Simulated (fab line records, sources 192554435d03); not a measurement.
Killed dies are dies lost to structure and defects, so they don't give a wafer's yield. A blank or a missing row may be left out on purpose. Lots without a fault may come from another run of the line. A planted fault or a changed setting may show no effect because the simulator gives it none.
Chamber matching | flow n5_finfet | N5_BEOL_M1_ETCHBACK_99 on rie_diel-03: 4 sister chambers
The step etches SiO2 in CHF3, target depth 5 nm, time 10.4 s. 4 wafers are shown with their chamber, then 11 later ones without.

WAFERS WITH THEIR CHAMBER
wafer  | chamber | showerhead_plenum_p_Torr (Torr)
L084.1 | 2       | 2.18
L084.3 | 1       | 2.05
L084.6 | 3       | 2.30
L089.1 | 0       | 2.15

WAFERS WITHOUT THEIR CHAMBER
wafer  | showerhead_plenum_p_Torr (Torr)
L089.2 | 2.05
L089.4 | 2.17
L090.1 | 2.30
L090.2 | 2.17
L090.3 | 2.15
L094.1 | 2.30
L094.2 | 2.17
L094.3 | 2.05
L095.1 | 2.05
L095.2 | 2.29
L095.3 | 2.15

WHICH CHAMBER EACH WENT THROUGH
wafer  | from the rows above     | in truth
L089.2 | 1                       | 1
L089.4 | can't be placed: 2 or 0 | 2
L090.1 | 3                       | 3
L090.2 | can't be placed: 2 or 0 | 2
L090.3 | 0                       | 0
L094.1 | 3                       | 3
L094.2 | can't be placed: 2 or 0 | 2
L094.3 | 1                       | 1
L095.1 | 1                       | 1
L095.2 | 3                       | 3
L095.3 | 0                       | 0
Placed correctly: 8 of 11. Can't be placed from these rows: 3 (the true chamber is among the candidates in 3). Placed wrongly: 0.
How it was worked out, from the rows above alone: a wafer's distance from a chamber is the root of the sum, over the readings, of the square of ((its reading less the chamber's mean) divided by the reading's scatter). The wafer belongs to the nearest chamber; if the next one is less than 2 further off, it can't be placed. A chamber's mean is the mean of its shown wafers. The scatter: with one shown wafer a chamber, the root of the mean of the squares of how far each hidden wafer lies from its nearest shown one.
